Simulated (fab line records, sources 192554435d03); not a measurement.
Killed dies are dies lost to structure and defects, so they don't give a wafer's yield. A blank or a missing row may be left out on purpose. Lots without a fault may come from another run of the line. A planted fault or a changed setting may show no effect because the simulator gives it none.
Chamber matching | flow n5_finfet | N5_BEOL_M2_VIA_ETCH_34 on rie_diel-05: 4 sister chambers
The step etches the open film in C4F6/O2, target depth 69.4 nm, time 65.9 s. 4 wafers are shown with their chamber, then 7 later ones without.

WAFERS WITH THEIR CHAMBER
wafer  | chamber | rf_vpp_V (V)
L088.5 | 1       | 657
L089.6 | 0       | 690
L091.1 | 3       | 640
L091.5 | 2       | 659

WAFERS WITHOUT THEIR CHAMBER
wafer  | rf_vpp_V (V)
L091.6 | 658
L093.1 | 660
L093.4 | 689
L093.6 | 687
L092.1 | 639
L092.3 | 688
L092.4 | 659

WHICH CHAMBER EACH WENT THROUGH
wafer  | from the rows above     | in truth
L091.6 | can't be placed: 1 or 2 | 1
L093.1 | can't be placed: 2 or 1 | 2
L093.4 | 0                       | 0
L093.6 | 0                       | 0
L092.1 | 3                       | 3
L092.3 | 0                       | 0
L092.4 | can't be placed: 2 or 1 | 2
Placed correctly: 4 of 7. Can't be placed from these rows: 3 (the true chamber is among the candidates in 3). Placed wrongly: 0.
How it was worked out, from the rows above alone: a wafer's distance from a chamber is the root of the sum, over the readings, of the square of ((its reading less the chamber's mean) divided by the reading's scatter). The wafer belongs to the nearest chamber; if the next one is less than 2 further off, it can't be placed. A chamber's mean is the mean of its shown wafers. The scatter: with one shown wafer a chamber, the root of the mean of the squares of how far each hidden wafer lies from its nearest shown one.
